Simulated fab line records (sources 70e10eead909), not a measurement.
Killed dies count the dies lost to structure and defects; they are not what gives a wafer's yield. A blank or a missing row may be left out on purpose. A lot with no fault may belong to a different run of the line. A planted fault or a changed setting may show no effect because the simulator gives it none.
fab line records ; flow nandHarc
record lots=13; wafers=39; lastDay=24
route steps=1159 shown A_CONTACT@913 THIN_TSV@1120 END@1159
lots untouched by any fault: they come from a run of this same line in which no faults occurred
startH: start of the lot's first displayed wafer, in hours after the record's first day ; waitH: hours from the lot's prior step to this one ; " repeats the value in the row above ; L1.1+2: a single row standing in for several wafers ; - either no value or no given start ; * or withheld: withheld ; < > ~ a bound
route shown NAME@n: names a module that has steps shown in the file, with the first one's number in the route ; usual: mean/standard deviation taken from wafers without a fault ; same: alike in all rows ; chamber/n: place in a boat ; sites: the reading at each site ; _std_site: standard deviation across them ; _edge_site: outer sites' mean less inner sites' ; radiusMm: how far each site lies from the wafer's centre ; mask NAME#n: copy n ; behind: the last tool/chamber to shape the wafer ; hold: why the lot went on hold/how many hours it stayed there/how the hold came to an end ; device: whichever transistor did not switch (one of n, p or np) ; end of line: tests run on the same wafers once the route is complete ; a step with no rows: only its recipe ; killed: the dies lost at the first sort to structure and to defects; this is not the yield of the wafer ; map: a wafer's dies, marking killed ones x, the rest . and places with no die _
set.NAME: the setting the step ran with; set.NAME@STEP: the setting that earlier step ran with ; model.NAME: the simulator's own value behind a step, which no gauge read
one table for each step of the route and one row for each wafer, over a sample of lots
services: a tool's chamber out of use, with start hour (startH, from the record's first day; less than 0 if before it), hours out, and reason
## steps
# step NHARC_A_CONTACT_ETCH_133
# recipe sourceW=withheld; pressureMtorr=20; biasV=400; timeS=195; targetDepthA=8400; arFlowSccm=withheld; c4f8FlowSccm=11.5; o2FlowSccm=7.2; chemistry=C4F8/O2/Ar
lot.wafer;tool;chamber;startH;waitH;rfHoursCounterH
L893.2;harCapEtch-01;0;384.61;0.1;57
L893.4;harCapEtch-01;0;384.61;0.1;-
L893.5;harCapEtch-01;0;384.61;0.1;-
L894.1;harCapEtch-01;1;400.60;0.1;61
L894.2;harCapEtch-01;0;400.60;0.1;61
L894.6;harCapEtch-01;1;400.60;0.1;-
L896.1;harCapEtch-02;0;404.26;0.1;16
L896.3;harCapEtch-02;0;404.26;0.1;-
L896.6;harCapEtch-02;0;404.26;0.1;-
L897.1;harCapEtch-01;1;420.41;0.1;63
L897.2;harCapEtch-01;0;420.41;0.1;63
L897.4;harCapEtch-01;0;420.41;0.1;-
L898.1;harCapEtch-02;1;434.03;0.1;19
L898.4;harCapEtch-02;0;434.03;0.1;-
L898.5;harCapEtch-02;1;434.03;0.1;-
L900.1;harCapEtch-03;0;435.15;0.2;91
L900.2;harCapEtch-03;1;435.15;0.2;91
L900.5;harCapEtch-03;1;435.15;0.2;-
L902.2;harCapEtch-02;1;456.06;0.1;24
L902.5;harCapEtch-02;0;456.06;0.1;-
L902.6;harCapEtch-02;1;456.06;0.1;-
L904.4;harCapEtch-01;0;463.15;0.2;-
L904.3;harCapEtch-01;1;463.15;0.2;-
L904.5;harCapEtch-01;1;463.15;0.2;-
L910.1;harCapEtch-03;0;493.07;0.1;101
L910.3;harCapEtch-03;1;493.07;0.1;-
L910.6;harCapEtch-03;0;493.07;0.1;-
L912.2;harCapEtch-02;1;500.00;0.1;33
L912.4;harCapEtch-02;0;500.00;0.1;-
L912.5;harCapEtch-02;1;500.00;0.1;-
L911.2;harCapEtch-03;0;501.92;0.1;104
L911.4;harCapEtch-03;1;501.92;0.1;-
L911.6;harCapEtch-03;1;501.92;0.1;-
L909.2;harCapEtch-02;0;505.67;0.1;35
L909.1;harCapEtch-02;1;505.67;0.1;35
L909.4;harCapEtch-02;1;505.67;0.1;-
L913.4;harCapEtch-03;0;517.70;0.2;-
L913.3;harCapEtch-03;1;517.70;0.2;-
L913.5;harCapEtch-03;1;517.70;0.2;-
# step NHARC_THIN_TSV_ETCH_15
# recipe targetDepthA=30000; boschTargetOveretchCycles=2; boschEtchStepS=2.8; boschDepStepS=1.2; boschCycles=14
# usual drypumpMotorCurrentA=5.48/0.18
# same boschDepStepS=1.2
lot.wafer;tool;chamber;startH;waitH;drypumpMotorCurrentA;rfHoursCounterH
L893.2;rieSi-05;0;432.13;-;5.67;0.0
L893.4;rieSi-05;1;432.13;-;5.73;0.0
L893.5;rieSi-05;0;432.13;-;5.65;-
L894.1;rieSi-02;1;445.62;-;5.33;0.5
L894.2;rieSi-02;3;445.62;-;5.44;0.5
L894.6;rieSi-02;0;445.62;-;5.50;-
L896.1;rieSi-03;0;452.04;-;5.50;0.4
L896.3;rieSi-03;2;452.04;-;5.65;1.0
L896.6;rieSi-03;1;452.04;-;5.22;-
L897.2;rieSi-03;2;479.44;-;5.67;1.2
L897.1;rieSi-03;3;479.44;-;5.50;1.2
L897.4;rieSi-03;0;479.44;-;5.49;0.7
L900.1;rieSi-02;1;480.77;-;5.32;0.8
L900.2;rieSi-02;3;480.77;-;5.42;0.7
L900.5;rieSi-02;2;480.77;-;5.15;-
L898.1;rieSi-03;3;481.97;-;5.47;1.2
L898.4;rieSi-03;1;481.97;-;5.22;1.4
L898.5;rieSi-03;2;481.97;-;5.66;-
L902.2;rieSi-03;2;497.33;-;5.68;1.4
L902.6;rieSi-03;2;497.33;-;5.68;-
L902.5;rieSi-03;3;497.33;-;5.48;-
L904.4;rieSi-05;0;509.34;-;5.66;1.0
L904.3;rieSi-05;1;509.34;-;5.78;0.9
L904.5;rieSi-05;0;509.34;-;5.68;-
L910.3;rieSi-05;0;536.16;-;5.67;1.3
L910.1;rieSi-05;3;536.16;-;5.42;1.0
L910.6;rieSi-05;0;536.16;-;5.68;-
L912.4;rieSi-02;1;541.08;-;5.32;1.4
L912.2;rieSi-02;0;541.08;-;5.48;1.2
L912.5;rieSi-02;2;541.08;-;5.18;-
L911.4;rieSi-03;2;542.15;-;5.67;0.2
L911.2;rieSi-03;1;542.15;-;5.22;0.2
L911.6;rieSi-03;2;542.15;-;5.67;-
L909.1;rieSi-05;3;545.54;-;5.43;1.1
L909.4;rieSi-05;0;545.54;-;5.65;1.4
L909.2;rieSi-05;1;545.54;-;5.75;1.2
L913.4;rieSi-05;0;559.21;-;5.66;1.4
L913.3;rieSi-05;2;559.21;-;5.76;1.0
L913.5;rieSi-05;3;559.21;-;5.42;-
# step NHARC_THIN_TSV_DEP_47
# recipe targetThkA=2000; tempC=withheld; pressureTorr=6.5; rfW=900; teosFlowSccm=161.4; flowSccm=2650; targetThkNm=200; gas=O2; material=SiO2
# usual throttleValvePct=15.7/0.46
lot.wafer;tool;chamber;startH;waitH;throttleValvePct
L893.2;pecvd-03;0;433.14;-;16.2
L893.5;pecvd-03;1;433.14;-;15.7
L893.4;pecvd-03;2;433.14;-;15.1
L894.1;pecvd-03;1;446.66;-;15.6
L894.2;pecvd-03;2;446.66;-;15.1
L894.6;pecvd-03;0;446.66;-;16.3
L896.1;pecvd-02;2;453.11;-;15.3
L896.3;pecvd-02;0;453.11;-;15.3
L896.6;pecvd-02;2;453.11;-;15.2
L897.2;pecvd-02;1;480.81;-;15.7
L897.1;pecvd-02;0;480.81;-;15.3
L897.4;pecvd-02;0;480.81;-;15.2
L900.2;pecvd-02;2;481.80;-;15.4
L900.1;pecvd-02;1;481.80;-;15.9
L900.5;pecvd-02;0;481.80;-;15.1
L898.1;pecvd-02;2;482.98;-;15.3
L898.5;pecvd-02;2;482.98;-;15.6
L898.4;pecvd-02;0;482.98;-;15.1
L902.2;pecvd-01;0;498.43;-;16.0
L902.6;pecvd-01;1;498.43;-;15.6
L902.5;pecvd-01;2;498.43;-;15.9
L904.3;pecvd-01;1;510.45;-;15.7
L904.5;pecvd-01;0;510.45;-;16.2
L904.4;pecvd-01;1;510.45;-;15.8
L910.1;pecvd-01;1;537.17;-;15.8
L910.3;pecvd-01;2;537.17;-;16.2
L910.6;pecvd-01;2;537.17;-;16.2
L912.2;pecvd-01;1;542.15;-;15.9
L912.4;pecvd-01;0;542.15;-;16.6
L912.5;pecvd-01;1;542.15;-;15.8
L911.2;pecvd-01;0;543.49;-;16.3
L911.4;pecvd-01;1;543.49;-;15.9
L911.6;pecvd-01;2;543.49;-;15.8
L909.2;pecvd-02;0;546.94;-;15.5
L909.1;pecvd-02;1;546.94;-;15.6
L909.4;pecvd-02;1;546.94;-;16.0
L913.3;pecvd-01;1;560.21;-;15.6
L913.4;pecvd-01;1;560.21;-;15.8
L913.5;pecvd-01;0;560.21;-;16.3
# step NHARC_THIN_TSV_CD_MEAS_33
# recipe targetCdNm=5000; landingEnergyEv=500
# usual cdNm=5000.5/1.7
lot.wafer;tool;chamber;startH;waitH;cdNm
L893.2;cdSem-03;0;437.22;-;5002.3
L893.4;cdSem-03;0;437.22;-;4998.6
L893.5;cdSem-03;0;437.22;-;5002.3
L894.1;cdSem-01;0;450.88;-;5002.4
L894.2;cdSem-01;0;450.88;-;5000.2
L894.6;cdSem-01;0;450.88;-;5002.8
L896.1;cdSem-01;0;457.52;-;5000.6
L896.3;cdSem-01;0;457.52;-;4997.9
L896.6;cdSem-01;0;457.52;-;5000.4
L897.1;cdSem-01;0;484.96;-;5001.7
L897.2;cdSem-01;0;484.96;-;5002.7
L897.4;cdSem-01;0;484.96;-;5000.2
L900.1;cdSem-03;0;486.00;-;4994.7
L900.2;cdSem-03;0;486.00;-;4999.4
L900.5;cdSem-03;0;486.00;-;4998.1
L898.1;cdSem-01;0;486.94;-;5001.0
L898.4;cdSem-01;0;486.94;-;5000.7
L898.5;cdSem-01;0;486.94;-;4999.7
L902.2;cdSem-02;0;502.42;-;4997.9
L902.5;cdSem-02;0;502.42;-;5001.8
L902.6;cdSem-02;0;502.42;-;4998.8
L904.3;cdSem-03;0;514.45;-;5001.6
L904.4;cdSem-03;0;514.45;-;4997.5
L904.5;cdSem-03;0;514.45;-;4997.3
L910.1;cdSem-02;0;541.47;-;5002.1
L910.3;cdSem-02;0;541.47;-;5001.6
L910.6;cdSem-02;0;541.47;-;5000.2
L912.2;cdSem-03;0;546.74;-;4999.3
L912.4;cdSem-03;0;546.74;-;4999.2
L912.5;cdSem-03;0;546.74;-;5002.3
L911.2;cdSem-03;0;548.19;-;5001.9
L911.4;cdSem-03;0;548.19;-;5001.5
L911.6;cdSem-03;0;548.19;-;5002.0
L909.1;cdSem-03;0;551.04;-;5003.7
L909.2;cdSem-03;0;551.04;-;4999.2
L909.4;cdSem-03;0;551.04;-;4999.9
L913.3;cdSem-01;0;564.27;-;5001.1
L913.4;cdSem-01;0;564.27;-;4999.4
L913.5;cdSem-01;0;564.27;-;5000.2
# step NHARC_END_SORT_01
# recipe tempC=25
# usual killedAtArray=27/9.9; killedAtOther=0.6/0.84; killedAtPeriphery=3.7/2.5; killedDies=31/9.9; killedOpen=3.0/1.6; killedShort=1.9/1.2
# same grossDies=677
lot.wafer;tool;chamber;startH;waitH;killedAtArray;killedAtOther;killedAtPeriphery;killedDies;killedOpen;killedShort
L898.1;prober-02;0;493.66;2.5;20;0;1;21;2;3
L898.4;prober-02;0;496.05;3.4;27;2;4;33;2;2
L898.5;prober-02;0;496.85;3.7;16;1;2;19;3;3
L904.3;prober-01;0;526.65;3.1;76;0;1;77;0;1
L904.4;prober-01;0;527.44;3.4;30;1;2;33;2;0
L904.5;prober-01;0;528.23;3.7;66;0;1;67;2;1
L910.1;prober-02;0;550.54;2.5;51;0;2;53;5;3
L910.3;prober-02;0;552.15;3.1;36;0;3;39;1;1
L910.6;prober-02;0;554.56;4.0;47;0;3;50;4;1
L912.2;prober-02;0;559.12;2.8;35;0;2;37;2;2
L912.4;prober-02;0;560.73;3.4;36;0;3;39;4;0
L912.5;prober-02;0;561.53;3.7;36;0;5;41;4;3
L911.2;prober-01;0;559.18;2.8;33;2;7;42;5;1
L911.4;prober-01;0;560.82;3.5;39;0;8;47;2;3
L911.6;prober-01;0;562.46;4.1;40;2;7;49;2;3
L909.1;prober-02;0;566.17;2.5;37;1;1;39;1;0
L909.2;prober-02;0;566.97;2.8;30;1;2;33;1;3
L909.4;prober-02;0;568.56;3.4;41;1;9;51;4;2
L913.3;prober-01;0;574.62;3.2;20;0;2;22;2;1
L913.4;prober-01;0;575.45;3.5;19;0;1;20;1;1
L913.5;prober-01;0;576.29;3.8;19;0;1;20;2;2
# killed by level:class
L898.1 A_CHANNEL_HOLE_D1:chamberFilmFlake=10 A_CONTACT:chamberFilmFlake=3 A_STAIRCASE:chamberFilmFlake=2 A_ONON_D1:geometricParticle:open=1 A_CHANNEL_HOLE_D1:geometricParticle:short=1 A_CHANNEL_FILL_D1:geometricParticle:open=1 A_CHANNEL_FILL_D1:geometricParticle:short=1 A_CONTACT:geometricParticle:short=1
L898.4 A_CHANNEL_HOLE_D1:chamberFilmFlake=16 A_STAIRCASE:chamberFilmFlake=4 A_CONTACT:chamberFilmFlake=3 P_M0:chamberFilmFlake=2 THIN_TSV:chamberFilmFlake=2 P_GATE:geometricParticle:open=1 A_SOURCE_PLATE:geometricParticle:open=1 A_STAIRCASE:geometricParticle:short=1
L898.5 A_CHANNEL_HOLE_D1:chamberFilmFlake=6 A_M1:geometricParticle:open=2 A_STAIRCASE:chamberFilmFlake=2 P_GATE:geometricParticle:short=1 A_SOURCE_PLATE:geometricParticle:open=1 A_SLIT:geometricParticle:short=1 A_CONTACT:geometricParticle:short=1 P_BONDPAD:chamberFilmFlake=1
L904.3 A_CONTACT:unspecified=31 A_CHANNEL_HOLE_D1:chamberFilmFlake=19 A_SLIT:chamberFilmFlake=13 A_BLC:chamberFilmFlake=6 A_CONTACT:chamberFilmFlake=5 A_CHANNEL_HOLE_D1:geometricParticle:short=1 P_STI:chamberFilmFlake=1 A_STAIRCASE:chamberFilmFlake=1
L904.4 A_SLIT:chamberFilmFlake=13 A_CONTACT:chamberFilmFlake=6 A_CHANNEL_HOLE_D1:chamberFilmFlake=5 A_STAIRCASE:chamberFilmFlake=3 A_ONON_D1:geometricParticle:open=1 A_M0:geometricParticle:open=1 P_STI:chamberFilmFlake=1 P_BONDPAD:chamberFilmFlake=1
L904.5 A_CONTACT:unspecified=28 A_CHANNEL_HOLE_D1:chamberFilmFlake=15 A_SLIT:chamberFilmFlake=13 A_STAIRCASE:chamberFilmFlake=2 A_BLC:chamberFilmFlake=2 A_CHANNEL_FILL_D1:geometricParticle:open=1 A_CHANNEL_FILL_D1:geometricParticle:short=1 A_CONTACT:geometricParticle:open=1
L910.1 A_SLIT:chamberFilmFlake=18 A_CHANNEL_HOLE_D1:chamberFilmFlake=14 A_STAIRCASE:chamberFilmFlake=5 A_SGD_CUT:chamberFilmFlake=5 A_CONTACT:chamberFilmFlake=2 P_GATE:geometricParticle:open=1 A_CHANNEL_HOLE_D1:geometricParticle:open=1 A_WL_FILL:geometricParticle:short=1
L910.3 A_SLIT:chamberFilmFlake=22 A_CHANNEL_HOLE_D1:chamberFilmFlake=6 A_STAIRCASE:chamberFilmFlake=3 P_STI:chamberFilmFlake=2 A_CONTACT:chamberFilmFlake=2 A_WL_FILL:geometricParticle:short=1 A_CONTACT:geometricParticle:open=1 P_M0:chamberFilmFlake=1
L910.6 A_SLIT:chamberFilmFlake=19 A_CHANNEL_HOLE_D1:chamberFilmFlake=17 A_STAIRCASE:chamberFilmFlake=2 A_SGD_CUT:chamberFilmFlake=2 A_WL_FILL:chamberFilmFlake=2 A_CONTACT:chamberFilmFlake=2 P_GATE:geometricParticle:open=1 P_M0:geometricParticle:open=1
L912.2 A_SLIT:chamberFilmFlake=17 A_CHANNEL_HOLE_D1:chamberFilmFlake=5 A_STAIRCASE:chamberFilmFlake=3 A_CHANNEL_FILL_D1:chamberFilmFlake=2 A_CONTACT:chamberFilmFlake=2 P_M0:geometricParticle:short=1 A_WL_FILL:geometricParticle:short=1 A_WL_FILL:geometricParticle:open=1
L911.2 A_CHANNEL_HOLE_D1:chamberFilmFlake=20 A_CONTACT:chamberFilmFlake=5 P_M0:chamberFilmFlake=3 P_M2:chamberFilmFlake=3 A_STAIRCASE:chamberFilmFlake=3 A_WL_FILL:geometricParticle:open=2 THIN_TSV:chamberFilmFlake=2 P_M0:geometricParticle:open=1
L912.4 A_SLIT:chamberFilmFlake=17 A_CHANNEL_HOLE_D1:chamberFilmFlake=7 A_STAIRCASE:chamberFilmFlake=6 A_CHANNEL_FILL_D1:chamberFilmFlake=3 P_GATE:geometricParticle:open=2 A_CONTACT:geometricParticle:open=2 P_GATE:chamberFilmFlake=1 A_M0:chamberFilmFlake=1
L911.4 A_CHANNEL_HOLE_D1:chamberFilmFlake=27 A_STAIRCASE:chamberFilmFlake=7 P_M2:chamberFilmFlake=4 P_M0:chamberFilmFlake=2 P_CONTACT:geometricParticle:open=1 A_CHANNEL_HOLE_D1:geometricParticle:short=1 A_CHANNEL_FILL_D1:geometricParticle:open=1 A_SGD_CUT:geometricParticle:short=1
L912.5 A_SLIT:chamberFilmFlake=20 A_CHANNEL_HOLE_D1:chamberFilmFlake=4 A_STAIRCASE:chamberFilmFlake=4 A_ONON_D1:geometricParticle:open=2 A_CHANNEL_FILL_D1:chamberFilmFlake=2 A_M0:chamberFilmFlake=2 P_GATE:geometricParticle:short=1 P_CONTACT:geometricParticle:open=1
L911.6 A_CHANNEL_HOLE_D1:chamberFilmFlake=24 A_STAIRCASE:chamberFilmFlake=9 P_M2:chamberFilmFlake=4 A_CHANNEL_HOLE_D1:geometricParticle:short=2 P_M0:chamberFilmFlake=2 A_CONTACT:chamberFilmFlake=2 THIN_TSV:chamberFilmFlake=2 A_ONON_D1:geometricParticle:open=1
L909.1 A_SLIT:chamberFilmFlake=16 A_STAIRCASE:chamberFilmFlake=7 A_WL_FILL:chamberFilmFlake=4 A_CONTACT:chamberFilmFlake=4 A_CHANNEL_HOLE_D1:chamberFilmFlake=3 A_CHANNEL_FILL_D1:chamberFilmFlake=2 A_SLIT:geometricParticle:open=1 P_STI:chamberFilmFlake=1
L909.2 A_SLIT:chamberFilmFlake=14 A_CHANNEL_HOLE_D1:chamberFilmFlake=7 P_STI:chamberFilmFlake=2 A_STAIRCASE:chamberFilmFlake=2 A_WL_FILL:chamberFilmFlake=2 A_SGD_CUT:geometricParticle:short=1 A_WL_FILL:geometricParticle:short=1 A_CONTACT:geometricParticle:open=1
L909.4 A_SLIT:chamberFilmFlake=17 A_CHANNEL_HOLE_D1:chamberFilmFlake=7 A_STAIRCASE:chamberFilmFlake=6 A_CONTACT:chamberFilmFlake=5 P_STI:chamberFilmFlake=4 A_M1:geometricParticle:open=2 A_WL_FILL:chamberFilmFlake=2 P_STI:geometricParticle:short=1
L913.3 A_STAIRCASE:chamberFilmFlake=6 A_CONTACT:chamberFilmFlake=5 A_CHANNEL_HOLE_D1:unspecified=4 A_M1:chamberFilmFlake=2 P_CONTACT:geometricParticle:open=1 A_ONON_D1:geometricParticle:open=1 A_M1:geometricParticle:short=1 P_GATE:chamberFilmFlake=1
L913.4 A_STAIRCASE:chamberFilmFlake=6 A_CONTACT:chamberFilmFlake=5 A_WL_FILL:chamberFilmFlake=2 A_M1:chamberFilmFlake=2 P_M0:geometricParticle:open=1 A_WL_FILL:geometricParticle:short=1 A_ZERO_WELL:chamberFilmFlake=1 A_CHANNEL_HOLE_D1:chamberFilmFlake=1
L913.5 A_CONTACT:chamberFilmFlake=8 A_STAIRCASE:chamberFilmFlake=5 A_ONON_D1:geometricParticle:short=2 A_M1:chamberFilmFlake=2 P_BONDPAD:geometricParticle:open=1 A_CHANNEL_FILL_D1:geometricParticle:open=1 A_CHANNEL_HOLE_D1:unspecified=1
## services
tool;chamber;startH;hours;kind
rieSi-02;3;361.08;3.7;repair
pecvd-01;0;372.73;8.4;repair
rieSi-03;0;373.57;60.6;repair
rieSi-02;-;374.97;0.6;repair
rieSi-05;-;378.00;0.8;repair
rieSi-02;3;379.83;5.9;repair
rieSi-02;-;388.00;9.0;pm
rieSi-05;-;416.00;9.0;pm
rieSi-02;0;417.08;4.4;repair
pecvd-01;-;418.00;13.0;pm
pecvd-01;0;418.00;13.0;ventCycle
pecvd-01;1;418.00;13.0;ventCycle
pecvd-01;2;418.00;13.0;ventCycle
pecvd-01;0;431.00;-;clean
rieSi-02;2;439.38;7.5;repair
pecvd-01;-;454.81;1.0;repair
rieSi-05;3;467.58;4.0;repair
pecvd-03;-;473.26;13.0;pm
pecvd-02;-;483.35;0.3;repair
pecvd-03;-;506.52;3.4;repair
rieSi-03;-;509.00;9.0;pm
pecvd-02;-;515.23;13.0;pm
rieSi-03;-;526.55;0.9;repair
harCapEtch-03;-;545.00;17.0;pm
## key
firstSign step=NHARC_END_SORT_01; reading=killedAtArray; direction=up; sigmas=4.4; usual=27; struck=71
effect step=NHARC_END_SORT_01; reading=killedDies; direction=up; sigmas=4.1; usual=31; struck=72
moreKillsBornAt NHARC_A_CONTACT_ETCH_133@harCapEtch-01=59
metAt NHARC_A_CONTACT_ETCH_133
struckLots L904
struckWafers L904.3,L904.5
testerLeftOut L904
notActingAt NHARC_THIN_TSV_ETCH_15,NHARC_THIN_TSV_DEP_47,NHARC_THIN_TSV_CD_MEAS_33
onsetBetween 420.41 463.15
fault kind=chamberParticleSource; tool=harCapEtch-01; chamber=1; onsetH=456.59; steps=NHARC_A_CONTACT_ETCH_133; ratePerVisitCm2=0.92305; endH=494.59
# testerLeftOut: of these lots the tester's yield and bins aren't shown, on N5 and GAA mostly nor the transistor test; their killed dies are dies lost to structure and defects alone, not to doping, threshold or leakage, so they don't give the yield
